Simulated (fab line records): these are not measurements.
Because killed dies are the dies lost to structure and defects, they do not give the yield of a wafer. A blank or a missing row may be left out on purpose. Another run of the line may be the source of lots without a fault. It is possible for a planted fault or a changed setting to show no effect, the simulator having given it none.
Which tool was responsible?    flow nand-harc    69 wafers from 23 lots sampled at 6 of the route's 1159 steps

## WHAT THE GAUGES READ, wafer by wafer
The record lacks any reading of a measuring or inspecting step that a usual standard deviation could be used to judge.

## WHAT TOOL EACH LOT RAN ON (gives the tool, then ch and the chambers of the sampled wafers, and finally the start)
lot   NHARC_A_STAIRCASE_TRIM_12           NHARC_A_STAIRCASE_STRIP_175           NHARC_A_STAIRCASE_TRIM_189      NHARC_A_STAIRCASE_ETCH_221      NHARC_A_STAIRCASE_ETCH_230      NHARC_A_STAIRCASE_TRIM_233
L074  rie-diel-12 ch 0,1,3, day 10 15:04  plasma-asher-01 ch 0,1, day 10 17:22  rie-diel-05 ch 2,3, no start    rie-diel-11 ch 0,1,3, no start  rie-diel-12 ch 1,2,3, no start  rie-diel-12 ch 0,2,3, no start
L077  rie-diel-05 ch 0,3, day 11 06:26    plasma-asher-01 ch 0,1, day 11 08:38  rie-diel-12 ch 0,2,3, no start  rie-diel-05 ch 1,2,3, no start  rie-diel-11 ch 0,1,3, no start  rie-diel-11 ch 0,2, no start
L075  rie-diel-11 ch 0,1,3, day 11 06:37  plasma-asher-02 ch 0,1, day 11 09:22  rie-diel-11 ch 0,1,2, no start  rie-diel-05 ch 0,3, no start    rie-diel-05 ch 0,2,3, no start  rie-diel-05 ch 1,2, no start
L078  rie-diel-11 ch 0,3, day 11 15:11    plasma-asher-01 ch 0, day 11 17:49    rie-diel-11 ch 1,3, no start    rie-diel-12 ch 0,1,3, no start  rie-diel-05 ch 2,3, no start    rie-diel-05 ch 1,2, no start
L076  rie-diel-12 ch 1,2,3, day 11 15:23  plasma-asher-01 ch 0, day 11 17:35    rie-diel-11 ch 2,3, no start    rie-diel-12 ch 1,2, no start    rie-diel-12 ch 0,3, no start    rie-diel-12 ch 1,2,3, no start
L079  rie-diel-05 ch 0,2,3, day 11 21:46  plasma-asher-02 ch 0,1, day 12 01:14  rie-diel-05 ch 1,2, no start    rie-diel-12 ch 2,3, no start    rie-diel-05 ch 0,2,3, no start  rie-diel-05 ch 0,1,3, no start
L080  rie-diel-11 ch 0,2,3, day 12 01:32  plasma-asher-01 ch 0,1, day 12 06:10  rie-diel-05 ch 2,3, no start    rie-diel-12 ch 0,1,3, no start  rie-diel-11 ch 1,3, no start    rie-diel-11 ch 0,2,3, no start
L081  rie-diel-05 ch 1,2,3, day 12 01:42  plasma-asher-01 ch 0,1, day 12 05:10  rie-diel-11 ch 0,2,3, no start  rie-diel-05 ch 0,1,3, no start  rie-diel-05 ch 0,2,3, no start  rie-diel-05 ch 0,1,3, no start
L082  rie-diel-11 ch 0,3, day 12 17:37    plasma-asher-02 ch 0,1, day 12 19:52  rie-diel-12 ch 0,1,3, no start  rie-diel-12 ch 0,1,2, no start  rie-diel-12 ch 0,3, no start    rie-diel-12 ch 0,1,3, no start
L083  rie-diel-05 ch 2,3, day 12 18:10    plasma-asher-02 ch 0,1, day 12 20:18  rie-diel-12 ch 1,3, no start    rie-diel-05 ch 0,2,3, no start  rie-diel-05 ch 0,1,3, no start  rie-diel-05 ch 1,3, no start
L084  rie-diel-12 ch 0,1,2, day 12 22:16  plasma-asher-01 ch 0,1, day 13 01:25  rie-diel-12 ch 2,3, no start    rie-diel-11 ch 2,3, no start    rie-diel-11 ch 0,2,3, no start  rie-diel-11 ch 0,1,2, no start
L085  rie-diel-05 ch 0,1,3, day 13 13:35  plasma-asher-02 ch 0,1, day 13 15:42  rie-diel-05 ch 1,2, no start    rie-diel-12 ch 1,2,3, no start  rie-diel-05 ch 1,2,3, no start  rie-diel-05 ch 1,2,3, no start
L087  rie-diel-11 ch 0,2,3, day 13 21:18  plasma-asher-02 ch 0,1, day 13 23:45  rie-diel-12 ch 0,2,3, no start  rie-diel-11 ch 0,1,3, no start  rie-diel-11 ch 1,3, no start    rie-diel-11 ch 0,1, no start
L090  rie-diel-05 ch 0,2,3, day 14 17:43  plasma-asher-01 ch 1, day 14 19:49    rie-diel-05 ch 0,1,2, no start  rie-diel-05 ch 1,3, no start    rie-diel-12 ch 0,3, no start    rie-diel-12 ch 0,1, no start
L088  rie-diel-11 ch 0,2,3, day 14 17:57  plasma-asher-02 ch 0,1, day 14 20:01  rie-diel-11 ch 0,1,2, no start  rie-diel-12 ch 2,3, no start    rie-diel-12 ch 0,3, no start    rie-diel-12 ch 1,2, no start
L089  rie-diel-05 ch 1,3, day 14 23:22    plasma-asher-02 ch 0,1, day 15 02:12  rie-diel-11 ch 1,2,3, no start  rie-diel-12 ch 1,3, no start    rie-diel-12 ch 0,1,3, no start  rie-diel-12 ch 0,1,2, no start
L091  rie-diel-12 ch 0,1,2, day 15 01:55  plasma-asher-02 ch 0,1, day 15 04:04  rie-diel-12 ch 0,1,3, no start  rie-diel-11 ch 0,1,3, no start  rie-diel-12 ch 2,3, no start    rie-diel-12 ch 0,3, no start
L093  rie-diel-11 ch 0,1,3, day 15 02:08  plasma-asher-01 ch 0,1, day 15 04:19  rie-diel-12 ch 0,1,3, no start  rie-diel-12 ch 1,2,3, no start  rie-diel-12 ch 0,1,3, no start  rie-diel-12 ch 0,2,3, no start
L092  rie-diel-12 ch 0,2,3, day 15 09:32  plasma-asher-01 ch 0,1, day 15 13:26  rie-diel-05 ch 0,1,3, no start  rie-diel-11 ch 0,1,2, no start  rie-diel-11 ch 0,1,3, no start  rie-diel-11 ch 0,1,2, no start
L096  rie-diel-05 ch 1,2,3, day 16 02:20  plasma-asher-01 ch 0,1, day 16 04:44  rie-diel-05 ch 0,2,3, no start  rie-diel-12 ch 0,3, no start    rie-diel-05 ch 0,1,2, no start  rie-diel-05 ch 2,3, no start
L097  rie-diel-12 ch 0,3, day 16 05:35    plasma-asher-01 ch 0,1, day 16 08:20  rie-diel-05 ch 0,3, no start    rie-diel-12 ch 0,2,3, no start  rie-diel-05 ch 1,2, no start    rie-diel-05 ch 1,2, no start
L094  rie-diel-11 ch 0,1,2, day 16 06:02  plasma-asher-01 ch 0, day 16 08:35    rie-diel-05 ch 0,1,2, no start  rie-diel-12 ch 0,2,3, no start  rie-diel-12 ch 0,1,3, no start  rie-diel-12 ch 1,2,3, no start
L095  rie-diel-12 ch 0,1, day 16 12:22    plasma-asher-01 ch 0,1, day 16 17:41  rie-diel-11 ch 1,2, no start    rie-diel-11 ch 1,3, no start    rie-diel-05 ch 2,3, no start    rie-diel-05 ch 0,3, no start
- NHARC_A_STAIRCASE_TRIM_12: chemistry O2, time 211.2 s.
- NHARC_A_STAIRCASE_STRIP_175: strips in O2.
- NHARC_A_STAIRCASE_TRIM_189: chemistry O2, time 211.2 s.
- NHARC_A_STAIRCASE_ETCH_221: etches the open film in C4F8/O2, target depth 100 nm, time 40.5 s.
- NHARC_A_STAIRCASE_ETCH_230: etches the open film in C4F8/O2, target depth 100 nm, time 40.5 s.
- NHARC_A_STAIRCASE_TRIM_233: chemistry O2, time 211.2 s.

## WHAT THE TOOLS THEMSELVES READ (means of the sampled wafers that have a number; where no wafer has one, the mark that the record gives instead)
NHARC_A_STAIRCASE_TRIM_12. Usual: drypump-motor-current-A 5.9 A, standard deviation 0.51; oes-product-au 0.997 a.u., standard deviation 0.013; rf-vpp-V 57.7 V, standard deviation 0.92; showerhead-plenum-p-Torr 3.52 Torr, standard deviation 0.18; throttle-valve-pct 17.036 %, standard deviation 0.0092.
lot   tool         drypump-motor-current-A (A)  oes-product-au (a.u.)  rf-vpp-V (V)  showerhead-plenum-p-Torr (Torr)  throttle-valve-pct (%)  flag
L074  rie-diel-12  5.9                          0.999                  58.2          3.71                             17.044                  
L077  rie-diel-05  5.4                          1.006                  57.2          3.43                             17.032                  
L075  rie-diel-11  6.0                          0.994                  57.7          3.49                             17.038                  
L078  rie-diel-11  6.3                          0.994                  57.6          3.34                             17.032                  
L076  rie-diel-12  5.7                          0.995                  57.3          3.60                             17.042                  
L079  rie-diel-05  5.8                          0.997                  58.2          3.39                             17.029                  
L080  rie-diel-11  6.2                          0.988                  58.0          3.50                             17.041                  
L081  rie-diel-05  6.1                          0.989                  57.9          3.39                             17.037                  
L082  rie-diel-11  6.1                          0.996                  57.6          3.35                             17.028                  
L083  rie-diel-05  6.4                          1.003                  56.8          3.32                             17.030                  
L084  rie-diel-12  5.8                          0.988                  58.0          3.60                             17.033                  
L085  rie-diel-05  5.7                          1.001                  57.3          3.42                             17.034                  
L087  rie-diel-11  6.2                          1.004                  57.8          3.49                             17.033                  
L090  rie-diel-05  5.8                          1.001                  56.5          3.38                             17.034                  
L088  rie-diel-11  6.2                          0.996                  57.5          3.49                             17.033                  
L089  rie-diel-05  6.0                          0.998                  57.6          3.41                             17.036                  
L091  rie-diel-12  5.8                          0.986                  58.2          3.59                             17.035                  
L093  rie-diel-11  6.0                          1.016                  57.8          3.47                             17.035                  
L092  rie-diel-12  5.7                          0.982                  58.1          3.54                             17.033                  
L096  rie-diel-05  6.1                          0.996                  57.6          3.55                             17.045                  
L097  rie-diel-12  5.9                          0.988                  59.3          3.64                             17.036                  
L094  rie-diel-11  5.9                          1.001                  58.2          3.62                             17.040                  
L095  rie-diel-12  6.1                          0.985                  58.7          3.69                             17.047                  

NHARC_A_STAIRCASE_STRIP_175. Usual: drypump-motor-current-A 6.3 A, standard deviation 0.31; heater-power-w 322 W, standard deviation 38.
lot   tool             drypump-motor-current-A (A)  heater-power-w (W)  flag
L074  plasma-asher-01  6.5                          344                 
L077  plasma-asher-01  6.5                          365                 
L075  plasma-asher-02  5.8                          279                 
L078  plasma-asher-01  6.4                          370                 
L076  plasma-asher-01  6.5                          377                 
L079  plasma-asher-02  6.0                          281                 
L080  plasma-asher-01  6.5                          362                 
L081  plasma-asher-01  6.5                          345                 
L082  plasma-asher-02  6.0                          284                 
L083  plasma-asher-02  6.0                          282                 
L084  plasma-asher-01  6.5                          337                 
L085  plasma-asher-02  5.8                          280                 
L087  plasma-asher-02  5.8                          282                 
L090  plasma-asher-01  6.5                          316                 
L088  plasma-asher-02  5.8                          278                 
L089  plasma-asher-02  5.8                          280                 
L091  plasma-asher-02  5.8                          281                 
L093  plasma-asher-01  6.5                          334                 
L092  plasma-asher-01  6.5                          356                 
L096  plasma-asher-01  6.5                          328                 
L097  plasma-asher-01  6.5                          340                 
L094  plasma-asher-01  6.4                          372                 
L095  plasma-asher-01  6.5                          354                 

NHARC_A_STAIRCASE_TRIM_189. Usual: drypump-motor-current-A 5.8 A, standard deviation 0.5; oes-product-au 0.997 a.u., standard deviation 0.016; rf-vpp-V 57.8 V, standard deviation 0.94; showerhead-plenum-p-Torr 3.54 Torr, standard deviation 0.18; throttle-valve-pct 17.037 %, standard deviation 0.0095.
lot   tool         drypump-motor-current-A (A)  oes-product-au (a.u.)  rf-vpp-V (V)  showerhead-plenum-p-Torr (Torr)  throttle-valve-pct (%)  flag
L074  rie-diel-05  6.2                          1.003                  56.6          3.36                             17.042                  
L077  rie-diel-12  5.6                          0.988                  58.1          3.56                             17.033                  
L075  rie-diel-11  5.9                          0.991                  57.8          3.65                             17.045                  
L078  rie-diel-11  6.0                          1.011                  58.0          3.62                             17.015                  
L076  rie-diel-11  6.3                          0.989                  57.8          3.64                             17.041                  
L079  rie-diel-05  5.8                          0.989                  58.1          3.44                             17.028                  
L080  rie-diel-05  6.2                          0.992                  57.4          3.35                             17.042                  
L081  rie-diel-11  6.2                          0.984                  57.2          3.50                             17.040                  
L082  rie-diel-12  5.9                          0.992                  58.0          3.70                             17.039                  
L083  rie-diel-12  5.7                          1.010                  59.1          3.69                             17.036                  
L084  rie-diel-12  5.4                          0.997                  57.0          3.45                             17.036                  
L085  rie-diel-05  6.0                          0.989                  57.1          3.41                             17.040                  
L087  rie-diel-12  5.7                          0.996                  57.7          3.55                             17.038                  
L090  rie-diel-05  5.5                          0.981                  57.3          3.44                             17.028                  
L088  rie-diel-11  5.9                          1.004                  58.4          3.63                             17.041                  
L089  rie-diel-11  6.1                          1.002                  57.3          3.61                             17.045                  
L091  rie-diel-12  5.9                          0.982                  58.3          3.69                             17.035                  
L093  rie-diel-12  5.9                          0.997                  58.3          3.69                             17.038                  
L092  rie-diel-05  5.6                          1.013                  58.2          3.59                             17.044                  
L096  rie-diel-05  5.8                          0.995                  57.6          3.55                             17.040                  
L097  rie-diel-05  5.4                          1.009                  58.0          3.59                             17.035                  
L094  rie-diel-05  5.5                          1.010                  58.0          3.43                             17.032                  
L095  rie-diel-11  5.8                          1.010                  57.8          3.75                             17.032                  

NHARC_A_STAIRCASE_ETCH_221. Usual: bias-w 1000.2 W, standard deviation 2.7; oes-product-au 0.933 a.u., standard deviation 0.016; rf-vpp-V 896 V, standard deviation 6.6.
lot   tool         bias-w (W)  oes-product-au (a.u.)  rf-vpp-V (V)  flag
L074  rie-diel-11  1000.8      0.949                  894           
L077  rie-diel-05  999.7       0.949                  891           
L075  rie-diel-05  1001.1      0.934                  889           
L078  rie-diel-12  998.7       0.923                  902           
L076  rie-diel-12  1001.2      0.918                  894           
L079  rie-diel-12  1001.0      0.932                  893           
L080  rie-diel-12  998.6       0.940                  903           
L081  rie-diel-05  1002.1      0.949                  891           
L082  rie-diel-12  1002.1      0.930                  898           
L083  rie-diel-05  1001.2      0.940                  890           
L084  rie-diel-11  999.2       0.932                  893           
L085  rie-diel-12  1002.5      0.955                  898           
L087  rie-diel-11  1001.8      0.959                  894           
L090  rie-diel-05  998.5       0.938                  889           
L088  rie-diel-12  1001.9      0.921                  896           
L089  rie-diel-12  998.1       0.935                  901           
L091  rie-diel-11  1002.3      0.942                  894           
L093  rie-diel-12  999.1       0.918                  897           
L092  rie-diel-11  1000.5      0.944                  899           
L096  rie-diel-12  998.8       0.917                  900           
L097  rie-diel-12  1000.4      0.918                  896           
L094  rie-diel-12  998.2       0.921                  896           
L095  rie-diel-11  1003.1      0.933                  892           

NHARC_A_STAIRCASE_ETCH_230. Usual: bias-w 1000 W, standard deviation 3.4; oes-product-au 0.941 a.u., standard deviation 0.019; rf-vpp-V 896 V, standard deviation 6.4.
lot   tool         bias-w (W)  oes-product-au (a.u.)  rf-vpp-V (V)  flag
L074  rie-diel-12  1004        0.925                  899           
L077  rie-diel-11  1002        0.928                  893           
L075  rie-diel-05  1000        0.940                  891           
L078  rie-diel-05  999         0.965                  890           
L076  rie-diel-12  1001        0.938                  900           
L079  rie-diel-05  1002        0.925                  890           
L080  rie-diel-11  997         0.933                  899           
L081  rie-diel-05  1001        0.943                  891           
L082  rie-diel-12  997         0.924                  901           
L083  rie-diel-05  1000        0.937                  892           
L084  rie-diel-11  1001        0.927                  894           
L085  rie-diel-05  1000        0.963                  890           
L087  rie-diel-11  1001        0.950                  899           
L090  rie-diel-12  998         0.945                  900           
L088  rie-diel-12  1000        0.938                  900           
L089  rie-diel-12  999         0.943                  902           
L091  rie-diel-12  1003        0.956                  893           
L093  rie-diel-12  999         0.928                  901           
L092  rie-diel-11  997         0.953                  894           
L096  rie-diel-05  1001        0.954                  892           
L097  rie-diel-05  997         0.915                  891           
L094  rie-diel-12  1002        0.941                  901           
L095  rie-diel-05  998         0.973                  901           

NHARC_A_STAIRCASE_TRIM_233. Usual: drypump-motor-current-A 5.8 A, standard deviation 0.46; oes-product-au 0.996 a.u., standard deviation 0.015; rf-vpp-V 57.7 V, standard deviation 0.86; showerhead-plenum-p-Torr 3.53 Torr, standard deviation 0.17; throttle-valve-pct 17.037 %, standard deviation 0.0089.
lot   tool         drypump-motor-current-A (A)  oes-product-au (a.u.)  rf-vpp-V (V)  showerhead-plenum-p-Torr (Torr)  throttle-valve-pct (%)  flag
L074  rie-diel-12  5.7                          0.994                  57.8          3.56                             17.041                  
L077  rie-diel-11  5.9                          0.987                  58.0          3.51                             17.045                  
L075  rie-diel-05  5.8                          0.983                  57.4          3.45                             17.034                  
L078  rie-diel-05  6.0                          0.997                  57.3          3.41                             17.037                  
L076  rie-diel-12  5.6                          1.005                  57.9          3.60                             17.033                  
L079  rie-diel-05  5.7                          1.001                  57.1          3.42                             17.030                  
L080  rie-diel-11  6.2                          0.997                  57.5          3.50                             17.042                  
L081  rie-diel-05  5.7                          1.000                  58.2          3.42                             17.040                  
L082  rie-diel-12  5.9                          0.999                  57.9          3.70                             17.034                  
L083  rie-diel-05  6.0                          0.994                  57.0          3.42                             17.035                  
L084  rie-diel-11  5.9                          0.993                  57.6          3.63                             17.038                  
L085  rie-diel-05  6.1                          0.998                  57.2          3.38                             17.032                  
L087  rie-diel-11  5.7                          1.015                  58.1          3.62                             17.037                  
L090  rie-diel-12  6.1                          0.985                  58.5          3.69                             17.037                  
L088  rie-diel-12  5.7                          0.986                  58.1          3.63                             17.039                  
L089  rie-diel-12  5.8                          0.991                  58.2          3.59                             17.039                  
L091  rie-diel-12  5.8                          0.996                  58.3          3.64                             17.037                  
L093  rie-diel-12  5.6                          0.996                  57.6          3.54                             17.041                  
L092  rie-diel-11  5.9                          0.999                  58.5          3.62                             17.030                  
L096  rie-diel-05  6.4                          0.983                  58.0          3.65                             17.039                  
L097  rie-diel-05  6.0                          0.994                  57.3          3.39                             17.044                  
L094  rie-diel-12  5.6                          0.994                  57.5          3.57                             17.034                  
L095  rie-diel-05  5.9                          1.002                  57.5          3.69                             17.035                  

## THE ANSWER, worked out from the rows above alone
Rule: lot off if the mean of its wafers having a number is beyond 3 standard deviations from the usual mean. Also off: a lot with no number at a reading for which 4 or more lots have one. The other lots that the step has rows for count as sound. Order of review: gauges by route order, followed by the tools' own readings, for which a lot's mean as printed above is used. At the first step where some lot is off, the reading lying furthest off is the one used; lots without a number count as furthest.
None of the lots is off at any reading shown; this tells nothing.

## WHAT THE SIMULATOR HAD INSERTED
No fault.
